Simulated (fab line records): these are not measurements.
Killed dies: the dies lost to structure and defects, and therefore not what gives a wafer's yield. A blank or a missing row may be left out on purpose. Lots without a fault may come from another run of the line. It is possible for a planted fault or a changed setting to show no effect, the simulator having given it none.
fab line records | flow n5Finfet
[record] lots = 3 wafers = 9 lastDay = 14
route steps=1938 shown BEOL_M12@1636 BEOL_M13@1659 PASSIVATION@1936
lots that met no fault: taken from a fault-free run of the same line
startH: hours from the record's first day to the start of the lot's first wafer shown | waitH: hours from the lot's prior step to this one | " identical to the entry in the row above | L1.1+2: a single row standing in for several wafers | - no value, or no start was given | * or withheld: withheld | < > ~ a bound
route shown NAME@n: names a module that has steps shown in the file, with the first one's number in the route | usual: average and standard deviation across the fault-free wafers | same: alike in all rows | chamber/n: place in a boat | sites: each site's reading | _std_site: the standard deviation of these | _edge_site: inner sites' mean taken away from outer sites' mean | radiusMm: how far each site lies from the wafer's centre | mask NAME#n: copy n | behind: tool/chamber where the wafer was last shaped | hold: the reason the lot was held/the length of the hold in hours/how it ended | device: names the non-switching transistor (n, p or np) | end of line: at the end of the route, the tests of the same wafers | a step without rows: its recipe alone | killed: not the wafer's yield, but the dies lost to structure and defects at the first sort | map: per-die view of a wafer (x killed, . not killed, _ where there is no die)
set.NAME: the setting that was run; set.NAME@STEP: the one run at that earlier step | model.NAME: the simulator's own value behind a step, which no gauge read
lots seen at some steps along the route; tables by step, rows by wafer
[[steps]]
[step N5_BEOL_M12_ETCH_67]
[recipe] chemistry = CF4 target = SiARC targetDepthA = 1430 timeS = 238.3 ionEnergyEv = 80 pressureMtorr = 40 sourceW = 545 biasW = 36 Ar_flow_sccm = 100 cf4FlowSccm = 100 ends = cleared
[step N5_BEOL_M12_ETCH_68]
[recipe] chemistry = N2/H2 target = SOC maskMaterial = SiARC sourceW = 3000 biasW = 350 tempC = 40 timeS = 285 ionEnergyEv = 200 pressureMtorr = 30 n2FlowSccm = 200 h2FlowSccm = 200
[step N5_BEOL_M12_STRIP_69]
[recipe] chemistry = N2/H2 tempC = 40 n2FlowSccm = 200 h2FlowSccm = 200 rfFrequencyHz = 6e+07
[step N5_BEOL_M12_TRENCH_ETCH_34]
[recipe] chemistry = C4F8/O2/Ar target = SiOC targetDepthA = 3189.5 maskMaterial = SOC pressureMtorr = 30 sourceW = 3000 biasW = 700 Ar_flow_sccm = 400 C4F8_flow_sccm = 15 O2_flow_sccm = 8 heInnerTorr = 15 heOuterTorr = 30 timeS = 125.5 ionEnergyEv = 250
[step N5_BEOL_M12_STRIP_70]
[recipe] chemistry = C4F8/O2/Ar resist = SiARC rfFrequencyHz = 6e+07
[step N5_BEOL_M12_STRIP_37]
[recipe] chemistry = N2/H2 powerW = 1000 tempC = 250 h2Frac = 0.65 overashFraction = 0.3 pressureMtorr = withheld n2FlowSccm = 1750 h2FlowSccm = 3250
[step N5_BEOL_M12_ETCH_38]
[recipe] chemistry = CF4/N2 target = SiCN targetDepthA = 687 taperDeg = 2 timeS = 73.4 ionEnergyEv = 150 maskMaterial = SiO2 pressureMtorr = 40 sourceW = 430 biasW = 70 Ar_flow_sccm = 100 cf4FlowSccm = 60 n2FlowSccm = 60
[step N5_BEOL_M12_PRECLEAN_39]
[recipe] chemistry = residueRemover timeS = 60 tempC = 40
[step N5_BEOL_M12_SRD_40]
[recipe] timeS = 30 tempC = 23 rinseLiquid = diw dry = n2Spin spinRpm = 1500 dryTimeS = 30
[step N5_BEOL_M12_DEGAS_41]
[recipe] ambient = vacuum tempC = 250 timeS = 60
[step N5_BEOL_M12_PRE_CLEAN_42]
[recipe] gas = H2/He timeS = 30 tempC = 250
[step N5_BEOL_M12_SPUTTER_43]
[recipe] material = TaN targetThkA = 150 tempC = 50 biasV = 168.6 powerW = 15000 chamberPressurePa = 0.12 timeS = 24.19
[usual] chamberPressurePa = 0.12/0.00025 susceptorTempC = 50.02/0.11 throttleValvePct = 30.2/0.66
// columns lot.wafer tool chamber startH waitH chamberPressurePa susceptorTempC throttleValvePct
L770.1 pvdSputter-01 - 246.87 0.0 0.11988 50.03 30.6
L770.4 " - " " 0.11992 50.08 29.3
L770.5 " - " " 0.12007 49.90 30.9
L772.3 pvdSputter-02 - 268.45 0.0 0.1198 50.08 30.6
L772.4 " - " " 0.11991 49.89 29.7
L772.6 " - " " 0.11987 49.97 30.6
L776.2 pvdSputter-01 - 301.10 0.0 0.12008 50.14 30.8
L776.4 " - " " 0.12043 49.96 29.5
L776.6 " - " " 0.11945 49.97 30.9
[step N5_BEOL_M12_SPUTTER_44]
[recipe] material = Ta targetThkA = 100 tempC = 50 biasV = 80 powerW = 15000 chamberPressurePa = 0.07 timeS = 16.13
[step N5_BEOL_M12_SPUTTER_45]
[recipe] material = Cu targetThkA = 800 tempC = -20 biasV = 60 powerW = 26000 chamberPressurePa = 0.13 timeS = 13.33
[step N5_BEOL_M12_ECD_47]
[recipe] material = Cu targetThkA = 7200
[step N5_BEOL_M12_ANNEAL_48]
[recipe] tempC = 225 timeS = 90 ambient = N2
[step N5_BEOL_M12_CMP_49]
[recipe] stopOn = SiOC tOverpolishS = 20.6 downForcePsi = 1 platenRpm = 50 clearingPlatenDownForcePsi = 1.5 clearingPlatenRpm = 50 postCmpClean = cuAlkaline targetThkNm = 320 clearingPlatenPadVelocityMS = 0.99484 padVelocityMS = 0.99484
[step N5_BEOL_M12_PRE_CLEAN_52]
[recipe] gas = NH3 timeS = 15 tempC = withheld rfPowerW = 300
[step N5_BEOL_M12_DEP_53]
[recipe] material = SiCN targetThkA = 300 tempC = withheld precursor = 3MS/NH3 pressureTorr = 3 rfW = 675 timeS = 10.5
[step N5_BEOL_M13_ILD_DEP_00]
[recipe] material = SiOC targetThkA = 8379.2 tempC = 350 precursor = DEMS/O2 pressureTorr = 5 rfW = 500 timeS = 166.4
[step N5_BEOL_M13_COAT_58]
[recipe] resist = BARC tempC = 205 timeS = 60 spinRpm = 1500 resistThkNm = 89
[step N5_BEOL_M13_COAT_04]
[recipe] spinRpm = 1625 resistThkNm = 400
[step N5_BEOL_M13_EBR_06]
[recipe] solvent = PGMEA ebrWidthMm = 1.5
[step N5_BEOL_M13_SOFTBAKE_05]
[recipe] tempC = 130 timeS = 60
[step N5_BEOL_M13_EXPOSE_07]
[recipe] maskId = V12 na = 0.93 sourceShape = conventional sigmaOuter = 0.6 polarization = unpolarized attpsmPhaseDeg = 180 doseMj = 24.8
[step N5_BEOL_M13_PEB_08]
[recipe] pebTempC = 130 pebTimeS = 90
[step N5_BEOL_M13_DEVELOP_09]
[recipe] developTimeS = 45 rinseLiquid = diw dry = airSpin devTempC = 21
[step N5_BEOL_M13_HARDBAKE_14]
[recipe] tempC = 130 timeS = 120
[step N5_BEOL_M13_DESCUM_15]
[recipe] chemistry = O2 timeS = 7.9 sourcePowerW = 50 biasPowerW = 20 pressureMtorr = 20 rfFrequencyHz = 2.712e+07 tempC = 40 o2FlowSccm = 225
[step N5_BEOL_M13_ETCH_59]
[recipe] chemistry = N2/H2 target = BARC targetDepthA = 890 overetchA = 267 timeS = 67.9 ionEnergyEv = 200 pressureMtorr = 30 sourceW = 840 biasW = 150 n2FlowSccm = 200 h2FlowSccm = 200
[step N5_BEOL_M13_VIA_ETCH_16]
[recipe] chemistry = C4F8/O2/Ar target = SiOC pressureMtorr = 30 sourceW = 3000 biasW = 700 Ar_flow_sccm = 400 C4F8_flow_sccm = 15 O2_flow_sccm = 8 heInnerTorr = 15 heOuterTorr = 30 targetDepthA = 9217 timeS = withheld ionEnergyEv = 250 ends = cleared
[step N5_BEOL_M13_STRIP_63]
[recipe] chemistry = N2/H2 powerW = 1000 tempC = 250 h2Frac = 0.65 overashFraction = 0.3 pressureMtorr = 1000 n2FlowSccm = 1750 h2FlowSccm = 3250
[step N5_BEOL_M13_STRIP_64]
[recipe] chemistry = N2/H2 powerW = 1000 tempC = 250 h2Frac = 0.65 overashFraction = 0.3 pressureMtorr = withheld n2FlowSccm = 1750 h2FlowSccm = 3250
[step N5_BEOL_M13_STRIP_71]
[recipe] chemistry = postEtchResidueRemover timeS = 60 tempC = 25 removerPh = withheld removerWaterWtPct = withheld removerFluorideWtPct = withheld
[step N5_PASSIVATION_PROBE_49]
[usual] defectLimitedYield = 91.3/1.7 killed_at_M0_to_M3 = 33/11 killed_at_M4_up = 14/5.5 killedAtContacts = 13/6.5 killedAtFrontEnd = 39/13 killedAtOther = 3.4/2.9 killedDies = 103/20 killedOpen = 69/15 killedShort = 32/8.1 sort_bin_5_function = 5.1/1.1 sort_bin_6_memory = 3.3/0.74 sort_bin_8_speed = 0.00/0.014 sortNPass = 1077/20 sortYieldPct = 91.3/1.7
[same] grossDies = 1180 killedAtBackSide = 0 sort_bin_4_leakage[%] = 0
// columns lot.wafer tool chamber startH waitH defectLimitedYield[%] killed_at_M0_to_M3 killed_at_M4_up killedAtContacts killedAtFrontEnd killedAtOther killedDies killedOpen killedShort sort_bin_5_function[%] sort_bin_6_memory[%] sort_bin_8_speed[%] sortNPass sortYieldPct[%]
L770.1 prober-01 - 287.66 0.0 90.6 33 15 8 50 5 111 74 34 5.9 3.2 0 1069 90.6
L770.4 prober-01 - 287.81 0.2 84.9 30 17 35 90 6 178 125 45 8.6 5.6 0 1002 84.9
L770.5 prober-01 - 287.86 0.2 89.5 28 27 13 48 8 124 90 33 6.7 3.3 0 1056 89.5
L772.3 prober-02 - 313.58 0.1 89.6 56 9 8 47 3 123 88 32 5.3 5.0 0 1057 89.6
L772.4 prober-02 - 313.63 0.2 92.8 35 11 8 29 2 85 56 28 4.3 2.4 0 1095 92.8
L772.6 prober-02 - 313.73 0.3 90.3 25 9 15 60 5 114 80 31 6.2 3.4 0 1066 90.3
L776.6 prober-02 - 336.59 0.3 80.7 37 140 11 36 4 228 60 33 12.0 4.4 0.08 952 80.7
// killed by level:class
L770.1 FIN_SAQP:geometricParticle:open=20 BEOL_M0_SAQP:geometricParticle:open=8 FIN_SAQP:geometricParticle:short=7 MOL_CONTACT_COAG:geometricParticle:open=7 BEOL_M0_SAQP:geometricParticle:short=7 BEOL_M3:geometricParticle:open=7 GATE_CUT:geometricParticle:short=5 BEOL_M4:geometricParticle:open=5
L770.4 FIN_SAQP:geometricParticle:open=37 MOL_CONTACT_COAG:geometricParticle:open=28 STI_FIN_REVEAL:geometricParticle:open=15 FIN_SAQP:geometricParticle:short=10 BEOL_M4:geometricParticle:open=8 MOL_CONTACT_COAG:geometricParticle:short=7 BEOL_M0_SAQP:geometricParticle:open=7 BEOL_M0_SAQP:geometricParticle:short=5
L770.5 FIN_SAQP:geometricParticle:open=18 BEOL_M4:geometricParticle:open=16 BEOL_M2:geometricParticle:open=12 MOL_CONTACT_COAG:geometricParticle:open=12 GATE_CUT:geometricParticle:short=8 FIN_SAQP:geometricParticle:short=7 GATE_CUT:geometricParticle:open=5 BEOL_M0_SAQP:geometricParticle:open=5
L772.3 STI_FIN_REVEAL:geometricParticle:open=20 BEOL_M0_SAQP:geometricParticle:open=15 FIN_SAQP:geometricParticle:open=8 BEOL_M0_SAQP:geometricParticle:short=8 FIN_SAQP:geometricParticle:short=7 BEOL_M3:geometricParticle:open=7 BEOL_M0:geometricParticle:open=7 MOL_CONTACT_COAG:geometricParticle:open=6
L772.4 STI_FIN_REVEAL:geometricParticle:open=11 BEOL_M0_SAQP:geometricParticle:short=10 BEOL_M0_SAQP:geometricParticle:open=9 BEOL_M1:geometricParticle:open=9 MOL_CONTACT_COAG:geometricParticle:open=8 FIN_SAQP:geometricParticle:short=5 BEOL_M4:geometricParticle:open=4 BEOL_M3:geometricParticle:open=3
L772.6 STI_FIN_REVEAL:geometricParticle:open=23 FIN_SAQP:geometricParticle:open=11 MOL_CONTACT_COAG:geometricParticle:open=11 FIN_SAQP:geometricParticle:short=9 BEOL_M0_SAQP:geometricParticle:open=8 BEOL_M0_SAQP:geometricParticle:short=6 BEOL_M2:geometricParticle:open=5 DUMMY_GATE:geometricParticle:open=4
L776.6 BEOL_M12:unspecified=133 MOL_CONTACT_COAG:geometricParticle:open=10 BEOL_M0_SAQP:geometricParticle:short=10 FIN_SAQP:geometricParticle:short=8 STI_FIN_REVEAL:geometricParticle:open=8 BEOL_M3:geometricParticle:open=8 FIN_SAQP:geometricParticle:open=7 BEOL_M1:geometricParticle:open=6
// map L776.6 (x killed, . not)
_________________x...........________________
______________.................._____________
___________....x...................__________
__________........................x._________
________.......x......................_______
_______.......x...x.........xxx........______
______.........x..x..........xxx........_____
_____.......xxxx..x......x.x.............____
____x.x....x...xxxx.x................x...x___
___......xxxxxxxxxxxxx.........x.x...xx....__
___....xxxxxxxxxxxxxxx.......x............x__
__.....xxxxxxxxxxxxxxxx.x.............x....._
__x...x.xxxxxxxxxxxxx.x................x...._
_.....x.x.xxxxxxxxxxx.........x..............
_.....xx.xxxxxxxxxxxxxx...........x..........
_......xxxxxxxxxxxxxx..............x.x.......
_.x....x.xxxxxxxxxxx.x.x...x.................
_.....x.xxxxxx.xxx.x........x.......x.....x..
_............x.xxxx.x....x.............x.....
_............xx.........x........x.........xx
_..........x...................x........x....
__..........x.x..x...x.x.....x..x..........._
__..............x......x...................x_
___...x..........................x.........__
___........................................__
____.....x......x.x.............x.........___
_____x.....x..x............x.............____
______.........x...................x...._____
_______................................______
________x.....x..........x.x.x........_______
__________........x...x........x...._________
___________..................x....x__________
______________.........x........_____________
_________________..........x.________________
// map L770.4 (x killed, . not)
_________________......x.....________________
______________.........x..x....._____________
___________......x.................__________
__________...................x......_________
________..x........x.............x...._______
_______...x............................______
______..x....x........x...x..........x.._____
_____..x.....x............x.x...x.x.....x____
____x....xx.......x....x.x..xx...x........___
___...x..x..........x..........x.x.........__
___........x..x...x.........x..x...........__
__x......x.......x...x..xx........x........._
__...x..x..............x..........x..x......_
_.......x........x..x......x..x............x.
_........x...x..........x..x.................
_.x.....x..x.....x...............x.......x...
_...x........x..........xx.xx........x.....x.
_x...............x.....x............x.x.....x
_...xx.............x......xxx.....x...x..x...
_.xxx.xx......xx....x............x......x....
_.x...............x.................x........
__..x.x.xx....x....................x.x......_
__x.x.x..xx.x....x....................x..x.._
___x....xxx..................x...x.........__
___....x...........................x...xx..__
____x..x.x...x........xx..x.............x.___
_____........x.......x.x.x...............____
______.x.x..xx.........x.x....x..x....x._____
_______x......x...x.xx..xx.x...........______
________..x..x......x.x....x......x..._______
__________..xx..x...............xx.._________
___________.......x.....x..x.......__________
______________.xx...........x..x_____________
_________________......x.....________________
[[key]]
[firstSign] step = N5_PASSIVATION_PROBE_49 reading = killed_at_M4_up direction = up sigmas = 23 usual = 14 struck = 140
[effect] step = N5_PASSIVATION_PROBE_49 reading = defectLimitedYield direction = down sigmas = 6.2 usual = 91.3 struck = 80.7
[moreKillsBornAt] N5_BEOL_M12_SPUTTER_43@pvdSputter-01 = 133
metAt N5_BEOL_M12_SPUTTER_43
struckWafers L776.6
[fault] kind = chamberParticleSource tool = pvdSputter-01 chamber = - onsetH = 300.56 steps = N5_BEOL_M12_SPUTTER_43 ratePerVisitCm2 = 0.97721 endH = 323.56 scope = struckWafersOnly
